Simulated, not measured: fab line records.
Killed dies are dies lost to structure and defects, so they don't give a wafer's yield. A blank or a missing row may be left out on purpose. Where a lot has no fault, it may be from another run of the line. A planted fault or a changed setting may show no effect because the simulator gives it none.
fab line records	flow n5Finfet
[record] lots = 8	wafers = 24	lastDay = 17
route steps=1938 shown BEOL_M1@789 BEOL_M4@1111
lots untouched by any fault: they come from a run of this same line in which no faults occurred
startH: hours from the record's first day to the start of the lot's first wafer shown	waitH: how many hours have passed since the lot's step before this one	" repeats the value in the row above	L1.1+2: one row covering several wafers at once	- no value, or no start was given	* or withheld: withheld	< > ~ a bound
route shown NAME@n: a module of which the file shows steps, and the number in the route of the first	usual: mean/standard deviation of fault-free wafers	same: alike in all rows	chamber/n: place in a boat	sites: each site's reading	_std_site: the standard deviation of these	_edge_site: outer sites' mean less inner sites'	radiusMm: for every site, how far away it sits from the centre of the wafer	mask NAME#n: copy n	behind: the most recent tool/chamber to have shaped the wafer	hold: cause of the lot's hold/its duration in hours/its outcome	device: transistor that didn't switch, given as n, p or np	end of line: the route-end tests of the same wafers	a step given without rows: its recipe and nothing more	killed: the dies lost at the first sort to structure and to defects; this is not the yield of the wafer	map: a wafer's dies, marking killed ones x, the rest . and places with no die _
set.NAME: the setting that was run; set.NAME@STEP: the one run at that earlier step	model.NAME: the simulator's own value behind a step, which no gauge read
route steps across a sampled set of lots; one table per step, one row per wafer
services: from which hour (startH, from the record's first day; less than 0 if before it) a tool's chamber was out of use, for how many hours, and why
[[steps]]
[step N5_BEOL_M1_DESCUM_33]
[recipe] chemistry = O2	timeS = 7	sourcePowerW = 50	biasPowerW = 20	pressureMtorr = 20	rfFrequencyHz = 2.712e+07	tempC = 40	resist = CAR-EUV	o2FlowSccm = 225
[usual] drypumpMotorCurrentA = 5.8/0.55	oesProductAu = 0.81/0.095	rfVppV = 242.8/1.1	showerheadPlenumPTorr = 2.06/0.053	throttleValvePct = 20.30/0.28
lot.wafer	tool	chamber	startH	waitH	drypumpMotorCurrentA	oesProductAu	rfHoursCounterH	rfVppV	showerheadPlenumPTorr	throttleValvePct
L966.1	rieDiel-03	0	137.07	0.0	6.5	0.69	227	242.6	2.05	20.48
L966.4	"	1	"	"	4.7	0.94	-	242.5	2.04	20.39
L966.5	"	0	"	"	6.5	0.70	-	242.7	2.05	20.48
L968.2	rieDiel-05	3	149.91	0.0	5.5	0.96	10	244.1	2.13	20.31
L968.3	"	0	"	"	6.4	0.79	91	241.0	2.03	20.53
L968.6	"	2	"	"	5.7	0.89	-	244.6	2.11	19.88
L967.4	rieDiel-03	2	150.15	0.0	5.2	0.73	189	243.5	2.09	20.63
L967.5	"	0	"	"	6.5	0.69	-	242.5	2.05	20.46
L967.6	"	3	"	"	6.4	0.93	-	242.4	2.03	19.77
L975.2	rieDiel-03	3	190.07	0.0	6.4	0.89	25	242.9	2.02	19.79
L975.3	"	2	"	"	5.2	0.72	201	243.7	2.08	20.63
L975.5	"	3	"	"	6.4	0.90	-	242.7	2.02	19.78
L977.2	rieDiel-01	3	196.04	0.0	6.3	0.75	132	240.5	1.99	20.14
L977.3	"	2	"	"	5.6	0.87	43	241.9	2.04	20.30
L977.6	"	2	"	"	5.6	0.88	-	242.1	2.04	20.29
L978.1	rieDiel-05	1	208.00	0.1	5.4	0.82	62	243.8	2.10	20.02
L978.5	"	0	"	"	6.4	0.77	-	241.9	2.02	20.55
L978.6	"	1	"	"	5.4	0.82	-	243.2	2.10	20.01
L983.1	rieDiel-01	0	232.80	0.0	6.0	0.73	171	243.4	2.10	20.70
L983.2	"	3	"	"	6.3	0.74	142	241.3	1.98	20.14
L983.3	"	1	"	"	5.7	0.66	249	241.7	1.96	20.51
L986.2	rieDiel-03	1	247.18	0.0	4.7	0.87	50	242.7	2.03	20.43
L986.5	"	0	"	"	6.5	0.96	-	243.0	2.04	20.09
L986.6	"	3	"	"	6.4	0.86	-	241.3	2.01	19.83
[step N5_BEOL_M1_ETCH_70]
[recipe] chemistry = N2/H2	target = SOC	targetDepthA = 800	overetchA = 160	maskMaterial = SiARC	tempC = 40	timeS = 120	ionEnergyEv = 200	pressureMtorr = 30	sourceW = 840	biasW = 150	n2FlowSccm = 200	h2FlowSccm = 200
[usual] drypumpMotorCurrentA = 5.8/0.52	oesProductAu = 0.62/0.067	rfVppV = 523.1/1.9	runLengthS = 143.3/0.52	showerheadPlenumPTorr = 2.51/0.065	throttleValvePct = 17.75/0.23
lot.wafer	tool	chamber	startH	waitH	drypumpMotorCurrentA	oesProductAu	rfHoursCounterH	rfVppV	runLengthS	showerheadPlenumPTorr	throttleValvePct
L966.1	rieDiel-01	3	139.74	0.0	6.3	0.59	113	521.1	143.5	2.46	17.71
L966.4	"	0	"	"	6.0	0.58	142	524.4	142.6	2.53	17.80
L966.5	"	1	"	"	5.7	0.52	-	520.9	143.6	2.40	17.85
L968.2	rieDiel-03	1	152.46	0.0	4.7	0.70	21	523.3	142.7	2.50	17.94
L968.3	"	3	"	"	6.4	0.71	12	522.5	142.4	2.51	17.56
L968.6	"	3	"	"	6.4	0.71	-	521.3	142.5	2.52	17.55
L967.4	rieDiel-03	2	153.33	0.0	5.2	0.56	189	523.1	143.7	2.52	18.04
L967.5	"	2	"	"	5.2	0.56	-	524.5	143.7	2.52	18.02
L967.6	"	3	"	"	6.4	0.71	-	520.8	142.7	2.51	17.56
L975.2	rieDiel-03	0	191.09	0.0	6.6	0.53	243	523.8	143.1	2.49	17.87
L975.3	"	3	"	"	6.4	0.87	25	522.3	118.0	2.51	17.61
L975.5	"	3	"	"	6.4	0.87	-	522.8	118.7	2.51	17.61
L977.2	rieDiel-03	3	202.31	0.0	6.4	0.68	29	522.5	142.6	2.51	17.60
L977.3	"	0	"	"	6.6	0.66	247	522.4	118.6	2.49	17.91
L977.6	"	0	"	"	6.6	0.53	-	523.6	143.9	2.49	17.88
L978.1	rieDiel-01	1	214.54	0.0	5.7	0.51	243	519.7	144.0	2.39	17.90
L978.5	"	1	"	"	5.7	0.52	-	519.6	143.6	2.39	17.88
L978.6	"	0	"	"	6.0	0.57	-	522.1	142.7	2.52	17.85
L983.1	rieDiel-05	1	234.34	0.0	5.5	0.62	69	525.9	143.9	2.56	17.43
L983.2	"	0	"	"	6.4	0.58	119	521.5	142.2	2.47	18.07
L983.3	"	2	"	"	5.7	0.65	63	525.8	144.1	2.58	17.46
L986.2	rieDiel-01	0	248.08	0.0	6.0	0.56	178	522.8	142.7	2.52	17.87
L986.5	"	0	"	"	6.0	0.56	-	523.2	142.9	2.52	17.85
L986.6	"	3	"	"	6.3	0.57	-	521.2	144.0	2.44	17.81
[step N5_BEOL_M1_VIA_ETCH_34]
[recipe] chemistry = C4F6/O2	targetDepthA = 678	maskMaterial = SOC	pressureMtorr = 15	ionEnergyEv = 250	taperDeg = 4	timeS = 64.4	sourceW = 350	biasW = 170	Ar_flow_sccm = 300	C4F6_flow_sccm = 10	O2_flow_sccm = 10
[usual] C4F6_flow_sccm = 10.002/0.03	drypumpMotorCurrentA = 5.8/0.52	oesProductAu = 0.81/0.097	rfVppV = 660/18	runLengthS = 87.7/0.5	showerheadPlenumPTorr = 2.81/0.069	throttleValvePct = 30.7/0.3
lot.wafer	tool	chamber	startH	waitH	C4F6_flow_sccm	drypumpMotorCurrentA	oesProductAu	rfHoursCounterH	rfVppV	runLengthS	showerheadPlenumPTorr	throttleValvePct
L966.1	rieDiel-01	3	139.84	0.0	10.050	6.3	0.75	113	621	88.0	2.76	30.6
L966.4	"	0	"	"	10.047	6.0	0.75	142	688	87.0	2.84	30.9
L966.5	"	1	"	"	9.991	5.7	0.68	-	657	88.3	2.69	30.8
L968.2	rieDiel-03	1	152.56	0.0	9.969	4.7	0.92	21	656	86.9	2.79	30.7
L968.3	"	3	"	"	9.990	6.4	0.95	12	660	86.9	2.77	30.3
L968.6	"	3	"	"	10.006	6.4	0.97	-	661	86.8	2.77	30.3
L967.4	rieDiel-03	2	153.43	0.0	9.996	5.2	0.74	190	683	88.1	2.84	31.0
L967.5	"	2	"	"	10.003	5.2	0.74	-	684	88.0	2.83	31.1
L967.6	"	3	"	"	9.936	6.4	0.96	-	660	87.1	2.77	30.3
L975.2	rieDiel-03	0	191.20	0.0	10.029	6.5	0.69	243	652	87.9	2.84	31.4
L975.3	"	3	"	"	10.021	6.4	0.92	25	659	87.5	2.76	30.3
L975.5	"	3	"	"	10.015	6.4	0.92	-	662	87.1	2.76	30.3
L977.2	rieDiel-03	3	202.41	0.0	10.008	6.4	0.92	29	659	87.0	2.76	30.3
L977.3	"	0	"	"	9.930	6.5	0.69	247	651	88.3	2.84	31.4
L977.6	"	0	"	"	9.983	6.5	0.69	-	652	87.5	2.84	31.4
L978.1	rieDiel-01	1	214.64	0.0	10.037	5.7	0.66	243	654	88.2	2.68	30.8
L978.5	"	1	"	"	10.023	5.7	0.66	-	655	88.3	2.68	30.8
L978.6	"	0	"	"	9.971	6.1	0.73	-	687	87.3	2.83	30.9
L983.1	rieDiel-05	1	234.44	0.0	9.955	5.4	0.80	69	663	88.1	2.89	30.6
L983.2	"	0	"	"	9.968	6.4	0.76	119	629	86.8	2.74	30.8
L983.3	"	2	"	"	10.008	5.7	0.85	63	674	88.4	2.86	30.2
L986.2	rieDiel-01	0	248.18	0.0	10.091	6.0	0.73	178	684	87.0	2.82	30.9
L986.5	"	0	"	"	10.107	6.0	0.72	-	685	87.8	2.82	30.9
L986.6	"	3	"	"	9.983	6.3	0.72	-	623	87.7	2.74	30.7
[step N5_BEOL_M1_STRIP_36]
[recipe] chemistry = N2/H2	powerW = 450	tempC = 40	pressureMtorr = 20	rfFrequencyHz = 6e+07	overashFraction = 0.3	biasPowerW = 7	h2Frac = 0.5	n2FlowSccm = 200	h2FlowSccm = 200
[usual] drypumpMotorCurrentA = 5.8/0.52	oesProductAu = 0.81/0.097	rfVppV = 59.2/1.4	showerheadPlenumPTorr = 2.51/0.065	throttleValvePct = 23.63/0.27
[same] overashFraction = 0.3
lot.wafer	tool	chamber	startH	waitH	drypumpMotorCurrentA	oesProductAu	rfHoursCounterH	rfVppV	showerheadPlenumPTorr	throttleValvePct
L966.1	rieDiel-01	3	139.90	0.0	6.3	0.76	113	60.5	2.45	23.54
L966.4	"	0	"	"	6.0	0.75	142	56.6	2.53	23.62
L966.5	"	1	"	"	5.7	0.68	-	62.1	2.39	23.65
L968.2	rieDiel-03	1	152.62	0.0	4.7	0.94	21	58.8	2.50	23.89
L968.3	"	3	"	"	6.4	0.93	12	60.1	2.51	23.67
L968.6	"	3	"	"	6.4	0.95	-	57.5	2.51	23.68
L967.4	rieDiel-03	2	153.49	0.0	5.2	0.72	190	59.7	2.51	24.01
L967.5	"	2	"	"	5.2	0.73	-	59.4	2.51	24.03
L967.6	"	3	"	"	6.4	0.94	-	57.1	2.51	23.68
L975.2	rieDiel-03	0	191.25	0.0	6.6	0.69	243	62.0	2.48	23.56
L975.3	"	3	"	"	6.4	0.90	25	59.8	2.50	23.70
L975.5	"	3	"	"	6.4	0.91	-	58.6	2.51	23.72
L977.2	rieDiel-03	3	202.47	0.0	6.4	0.90	29	59.5	2.50	23.68
L977.3	"	0	"	"	6.5	0.69	247	57.9	2.48	23.56
L977.6	"	0	"	"	6.6	0.68	-	59.4	2.48	23.56
L978.1	rieDiel-01	1	214.70	0.0	5.7	0.66	243	60.0	2.39	23.67
L978.5	"	1	"	"	5.7	0.66	-	58.8	2.38	23.68
L978.6	"	0	"	"	6.1	0.73	-	59.7	2.52	23.66
L983.1	rieDiel-05	1	234.50	0.0	5.4	0.80	69	57.4	2.56	23.19
L983.2	"	0	"	"	6.4	0.75	119	58.1	2.46	24.05
L983.3	"	2	"	"	5.7	0.84	63	56.8	2.57	23.43
L986.2	rieDiel-01	0	248.24	0.0	6.0	0.72	178	61.7	2.51	23.66
L986.5	"	0	"	"	6.0	0.72	-	57.8	2.51	23.66
L986.6	"	3	"	"	6.3	0.74	-	60.6	2.44	23.58
[step N5_BEOL_M4_RC_MEAS_101]
[usual] DIBL_N = 37.3/2.3	DIBL_P = 37.4/2.9	IOFF_N = 0.18/0.045	IOFF_P = 0.25/0.054	ION_N = 679/15	ION_P = 468/9.7	SS_N = 71.8/0.62	SS_P = 73.6/0.76	VT_N = 248/4.1	VT_P = -248/3.6
lot.wafer	tool	chamber	startH	waitH	DIBL_N[mV/V]	DIBL_P[mV/V]	IOFF_N[nA/um]	IOFF_P[nA/um]	ION_N[uA/um]	ION_P[uA/um]	SS_N[mV/dec]	SS_P[mV/dec]	VT_N[mV]	VT_P[mV]
L966.1	prober-01	0	182.56	0.0	36.8	37.7	0.16	0.26	687	483	72.0	74.3	247	-246
L966.4	"	0	"	"	36.2	35.5	0.14	0.24	669	466	71.4	73.4	251	-245
L966.5	"	0	"	"	37.5	37.9	0.17	0.28	689	482	71.9	73.8	246	-246
L968.2	prober-01	0	189.22	0.2	37.0	38.6	0.17	0.24	697	480	71.6	72.8	247	-249
L968.3	"	0	"	"	32.8	32.4	0.09	0.14	651	450	71.4	71.4	259	-254
L968.6	"	0	"	"	34.7	35.2	0.12	0.18	666	459	71.6	72.1	253	-249
L967.4	prober-02	0	189.93	0.5	33.6	32.9	0.12	0.20	655	456	71.0	73.3	252	-247
L967.5	"	0	"	"	32.9	33.4	0.12	0.20	667	469	70.7	72.9	255	-248
L967.6	"	0	"	"	37.0	36.0	0.18	0.24	675	464	71.3	73.5	247	-249
L975.2	prober-01	0	235.89	0.2	36.9	38.9	0.18	0.25	673	462	72.5	73.3	247	-249
L975.3	"	0	"	"	32.6	32.7	0.11	0.16	675	461	70.8	72.4	258	-254
L975.5	"	0	"	"	36.2	38.4	0.19	0.25	692	472	72.3	73.1	246	-246
L977.2	prober-02	0	242.59	0.2	39.9	41.3	0.23	0.32	704	487	72.3	74.4	243	-244
L977.3	"	0	"	"	41.4	42.9	0.26	0.39	688	475	72.9	74.6	241	-241
L977.6	"	0	"	"	40.8	42.1	0.24	0.35	692	484	71.7	74.7	241	-241
L978.1	prober-02	0	260.49	0.0	39.9	41.6	0.25	0.33	703	481	71.6	73.8	245	-243
L978.5	"	0	"	"	33.8	33.4	0.12	0.18	675	470	71.2	72.9	252	-251
L978.6	"	0	"	"	36.5	36.2	0.15	0.22	658	465	71.5	73.8	253	-247
L983.1	prober-01	0	274.23	0.0	38.1	38.7	0.18	0.23	679	459	72.0	73.5	246	-250
L983.2	"	0	"	"	39.1	39.5	0.20	0.24	674	458	71.9	73.8	246	-250
L983.3	"	0	"	"	36.4	35.6	0.16	0.19	685	465	71.9	73.0	249	-252
L986.2	prober-02	0	295.89	0.2	40.7	41.8	0.23	0.30	679	467	72.8	73.9	244	-248
L986.5	"	0	"	"	35.8	35.6	0.14	0.20	662	462	71.7	73.1	252	-252
L986.6	"	0	"	"	39.5	41.2	0.22	0.28	677	464	73.2	74.6	246	-249
[[services]]
tool	chamber	startH	hours	kind
rieDiel-01	2	125.19	5.3	repair
rieDiel-03	3	130.46	6.6	repair
rieDiel-05	3	157.68	15.8	repair
rieDiel-03	0	214.92	-	clean
rieDiel-03	0	214.92	-	consumableReplace:focusRing
rieDiel-03	0	214.92	18.6	scheduledDown
rieDiel-03	0	214.92	18.6	ventCycle
rieDiel-05	3	215.50	3.4	repair
rieDiel-05	1	223.62	5.1	repair
rieDiel-01	1	235.70	-	clean
rieDiel-01	1	235.70	-	consumableReplace:focusRing
rieDiel-01	1	235.70	-	consumableReplace:showerhead
rieDiel-01	1	235.70	14.6	scheduledDown
rieDiel-01	1	235.70	14.6	ventCycle
[[key]]
[firstSign] step = N5_BEOL_M1_ETCH_70	reading = runLengthS	direction = down	sigmas = 48	usual = *	struck = *
[effect] step = N5_BEOL_M1_ETCH_70	reading = oesProductAu	direction = up	sigmas = 2.7	usual = 0.62	struck = 0.80
metAt N5_BEOL_M1_ETCH_70
struckLots L975,L977
struckWafers L975.3,L975.5,L977.3
notActingAt N5_BEOL_M1_DESCUM_33,N5_BEOL_M1_VIA_ETCH_34,N5_BEOL_M1_STRIP_36
onsetBetween 153.33 191.09
[fault] kind = processParameterDrift	tool = rieDiel-03	chamber = -	onsetH = 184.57	steps = N5_BEOL_M1_ETCH_70	channel = timeS	offset = *	shape = step	endH = 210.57	scope = struckWafersOnly	actsIn = *	stated = *
